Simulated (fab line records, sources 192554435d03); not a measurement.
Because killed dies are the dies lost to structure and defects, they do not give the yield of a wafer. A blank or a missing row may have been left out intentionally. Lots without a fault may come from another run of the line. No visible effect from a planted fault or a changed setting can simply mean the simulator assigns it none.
Split-lot experiment :: flow n5 finfet :: 7 lots, 21 wafers read, on a route of 1938 steps

## SPLIT DETAILS
At N5_BEOL_M4_COAT_68 (time 60 s, resist thk 12 nm), the setting spin rpm was moved away from the recipe's 1500 rpm on 6 of the 21 wafers read, by -10.3% to +4.8%. All remaining wafers had this setting at the recipe value.

## FROM THE SPLIT TO THE READING: what the file shows between them, 5 steps
- N5_BEOL_M4_COAT_76: time 60 s, resist thk 5 nm (also split here: spin rpm)
- N5_BEOL_M4_COAT_22: resist thk 30 nm
- N5_BEOL_M4_EBR_24
- N5_BEOL_M4_DESCUM_33: chemistry O2, time 7 s
- N5_BEOL_M4_ETCH_77: etches underlayer in N2/H2, target depth 6.5 nm, time 5.2 s

## THE READING
etch.depth nm (the simulator's own value, which no gauge read), in nm, at N5_BEOL_M4_ETCH_69 (etches SiARC in CF4, target depth 15.6 nm, time 26 s). There is no usual value for it anywhere in the file. Average 12.01 nm, standard deviation 0.029 nm, over the 15 wafers here run with the recipe.

wafer: L074.3
tool, chamber at the split: litho track-04, 0
spin rpm as run, rpm: 1500
against the recipe: recipe
etch.depth nm, nm: 12
against lot-mates on the recipe: -

wafer: L074.4
tool, chamber at the split: litho track-04, 0
spin rpm as run, rpm: 1500
against the recipe: recipe
etch.depth nm, nm: 12
against lot-mates on the recipe: -

wafer: L074.6
tool, chamber at the split: litho track-04, 0
spin rpm as run, rpm: 1408
against the recipe: -6.1%
etch.depth nm, nm: 12.44
against lot-mates on the recipe: +0.44

wafer: L075.1
tool, chamber at the split: litho track-05, 0
spin rpm as run, rpm: 1500
against the recipe: recipe
etch.depth nm, nm: 11.98
against lot-mates on the recipe: -

wafer: L075.3
tool, chamber at the split: litho track-05, 0
spin rpm as run, rpm: 1500
against the recipe: recipe
etch.depth nm, nm: 12.04
against lot-mates on the recipe: -

wafer: L075.4
tool, chamber at the split: litho track-05, 0
spin rpm as run, rpm: 1500
against the recipe: recipe
etch.depth nm, nm: 12.05
against lot-mates on the recipe: -

wafer: L077.1
tool, chamber at the split: litho track-04, 0
spin rpm as run, rpm: 1500
against the recipe: recipe
etch.depth nm, nm: 11.97
against lot-mates on the recipe: -

wafer: L077.3
tool, chamber at the split: litho track-04, 0
spin rpm as run, rpm: 1427
against the recipe: -4.9%
etch.depth nm, nm: 12.28
against lot-mates on the recipe: +0.31

wafer: L077.6
tool, chamber at the split: litho track-04, 0
spin rpm as run, rpm: 1427
against the recipe: -4.9%
etch.depth nm, nm: 12.28
against lot-mates on the recipe: +0.31

wafer: L085.2
tool, chamber at the split: litho track-05, 0
spin rpm as run, rpm: 1500
against the recipe: recipe
etch.depth nm, nm: 11.99
against lot-mates on the recipe: -

wafer: L085.3
tool, chamber at the split: litho track-05, 0
spin rpm as run, rpm: 1500
against the recipe: recipe
etch.depth nm, nm: 11.99
against lot-mates on the recipe: -

wafer: L085.4
tool, chamber at the split: litho track-05, 0
spin rpm as run, rpm: 1500
against the recipe: recipe
etch.depth nm, nm: 11.98
against lot-mates on the recipe: -

wafer: L086.2
tool, chamber at the split: litho track-05, 0
spin rpm as run, rpm: 1500
against the recipe: recipe
etch.depth nm, nm: 12.02
against lot-mates on the recipe: -

wafer: L086.3
tool, chamber at the split: litho track-05, 0
spin rpm as run, rpm: 1500
against the recipe: recipe
etch.depth nm, nm: 12.01
against lot-mates on the recipe: -

wafer: L086.5
tool, chamber at the split: litho track-05, 0
spin rpm as run, rpm: 1500
against the recipe: recipe
etch.depth nm, nm: 12.04
against lot-mates on the recipe: -

wafer: L089.1
tool, chamber at the split: litho track-04, 0
spin rpm as run, rpm: 1572
against the recipe: +4.8%
etch.depth nm, nm: 11.71
against lot-mates on the recipe: -0.33

wafer: L089.4
tool, chamber at the split: litho track-04, 0
spin rpm as run, rpm: 1572
against the recipe: +4.8%
etch.depth nm, nm: 11.75
against lot-mates on the recipe: -0.29

wafer: L089.6
tool, chamber at the split: litho track-04, 0
spin rpm as run, rpm: 1500
against the recipe: recipe
etch.depth nm, nm: 12.04
against lot-mates on the recipe: -

wafer: L093.1
tool, chamber at the split: litho track-01, 0
spin rpm as run, rpm: 1500
against the recipe: recipe
etch.depth nm, nm: 12.06
against lot-mates on the recipe: -

wafer: L093.5
tool, chamber at the split: litho track-01, 0
spin rpm as run, rpm: 1345
against the recipe: -10.3%
etch.depth nm, nm: 12.72
against lot-mates on the recipe: +0.67

wafer: L093.6
tool, chamber at the split: litho track-01, 0
spin rpm as run, rpm: 1500
against the recipe: recipe
etch.depth nm, nm: 12.05
against lot-mates on the recipe: -

THE FIT
A straight line over all 21 wafers: etch.depth nm changes by -0.0639 nm for each +1% of spin rpm; r = -0.99; the points scatter about the line by 0.034 nm.
The same after taking each lot's own level away (the mean of its wafers on the recipe; 21 wafers): -0.0654 nm for each +1%; r = -1.00; scatter 0.018 nm.
On that fit, the largest move of spin rpm shifts the reading by 0.68 nm.
The span of the lots' own levels, 11.970 to 12.055 nm, comes to 2.9 times the standard deviation stated above.
Consequently the slope shifts little with the lot-to-lot level, the two slopes agreeing.
Check: with one of the wafers moved furthest among these (-10.3%) left out of the fit, the line predicts +0.686 nm for it against its lot-mates. Against them it came out at +0.665 nm.

## ADDITIONAL SPLITS CARRIED BY THESE WAFERS
Other splits were also applied to these wafers ahead of the reading. Each is held against what the fit with the lots' levels taken away leaves over:
other split on the same wafers: N5_BEOL_M1_COAT_76 spin rpm
wafers away from the commonest value: 6
r with etch.depth nm (lot level and that fit taken away): -0.11

other split on the same wafers: N5_BEOL_M2_DESCUM_16 time s
wafers away from the commonest value: 7
r with etch.depth nm (lot level and that fit taken away): -0.13

other split on the same wafers: N5_BEOL_M2_COAT_67 spin rpm
wafers away from the commonest value: 8
r with etch.depth nm (lot level and that fit taken away): -0.25

other split on the same wafers: N5_BEOL_M3_ILD_DEP_00 time s
wafers away from the commonest value: 9
r with etch.depth nm (lot level and that fit taken away): +0.42

other split on the same wafers: N5_BEOL_M3_EXPOSE_08 dose mj
wafers away from the commonest value: 8
r with etch.depth nm (lot level and that fit taken away): -0.17

other split on the same wafers: N5_BEOL_M4_COAT_76 spin rpm
wafers away from the commonest value: 1
r with etch.depth nm (lot level and that fit taken away): +0.01

## THE WHOLE CHAIN: every reading that the file lists as answering this split, in the file's order
step: N5_BEOL_M4_COAT_68
what it does: time 60 s, resist thk 12 nm
reading: SiARC_of_BEOL_M4_COAT_68.thk nm (the simulator's own value, which no gauge read)
change (the file's fit): -0.0662 nm for each +1% of the setting
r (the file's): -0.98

step: N5_BEOL_M4_ETCH_69
what it does: etches SiARC in CF4, target depth 15.6 nm, time 26 s
reading: CAR-EUV_of_BEOL_M4_COAT_22.thk nm (the simulator's own value, which no gauge read)
change (the file's fit): +0.0493 nm for each +1% of the setting
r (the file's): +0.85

step: N5_BEOL_M4_ETCH_69
what it does: etches SiARC in CF4, target depth 15.6 nm, time 26 s
reading: etch.depth nm (the simulator's own value, which no gauge read)
change (the file's fit): -0.066 nm for each +1% of the setting
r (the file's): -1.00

## FILE'S OWN FIT
etch.depth nm changes by -0.066 nm for each +1% of spin rpm, r = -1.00.
